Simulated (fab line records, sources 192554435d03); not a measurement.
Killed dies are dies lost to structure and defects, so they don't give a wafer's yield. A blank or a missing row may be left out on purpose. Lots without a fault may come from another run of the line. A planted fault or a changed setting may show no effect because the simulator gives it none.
Chamber matching | flow n5_finfet | N5_BEOL_M12_DEP_53 on pecvd-01: 3 sister chambers
The step deposits SiCN from 3MS/NH3, target thk 30 nm, time 10.5 s. 16 wafers are shown with their chamber, then 8 later ones without.

WAFERS WITH THEIR CHAMBER
wafer  | chamber | throttle_valve_pct (%) | showerhead_plenum_p_Torr (Torr)
L076.3 | 2       | 16.9                   | 4.190
L076.4 | 0       | 19.8                   | 4.167
L076.6 | 1       | 19.1                   | 4.168
L081.3 | 2       | 17.1                   | 4.172
L081.5 | 2       | 17.1                   | 4.170
L081.6 | 1       | 18.8                   | 4.180
L082.1 | 1       | 19.0                   | 4.182
L082.3 | 0       | 19.4                   | 4.168
L082.4 | 1       | 18.8                   | 4.175
L083.1 | 0       | 19.5                   | 4.165
L083.4 | 0       | 19.6                   | 4.180
L083.6 | 2       | 16.8                   | 4.184
L086.1 | 1       | 18.8                   | 4.169
L086.2 | 0       | 19.4                   | 4.162
L086.3 | 2       | 17.0                   | 4.177
L087.2 | 2       | 17.1                   | 4.183

SIGNATURES (means of the wafers above)
reading                  | chamber 0 | chamber 1 | chamber 2 | scatter within a chamber
throttle_valve_pct       | 19.540    | 18.900    | 17.000    | 0.145
showerhead_plenum_p_Torr | 4.16840   | 4.17480   | 4.17933   | 0.00703
Rule: a wafer's distance from a chamber is the root of the sum, over the readings, of the square of ((its reading less the chamber's mean) divided by the reading's scatter). The wafer belongs to the nearest chamber; if the next one is less than 2 further off, it can't be placed. The scatter: the root of (the sum of the squares of (reading less its chamber's mean) over the shown wafers, divided by (wafers less chambers)).

WAFERS WITHOUT THEIR CHAMBER
wafer  | throttle_valve_pct (%) | showerhead_plenum_p_Torr (Torr)
L087.4 | 18.9                   | 4.174
L087.6 | 17.0                   | 4.170
L095.1 | 19.6                   | 4.163
L095.2 | 18.8                   | 4.177
L095.3 | 17.0                   | 4.173
L093.1 | 19.6                   | 4.161
L093.2 | 16.9                   | 4.181
L093.6 | 19.5                   | 4.163

WHICH CHAMBER EACH WENT THROUGH
wafer  | from the rows above | in truth
L087.4 | 1                   | 1
L087.6 | 2                   | 2
L095.1 | 0                   | 0
L095.2 | 1                   | 1
L095.3 | 2                   | 2
L093.1 | 0                   | 0
L093.2 | 2                   | 2
L093.6 | 0                   | 0
Placed correctly: 8 of 8. Can't be placed from these rows: 0. Placed wrongly: 0.
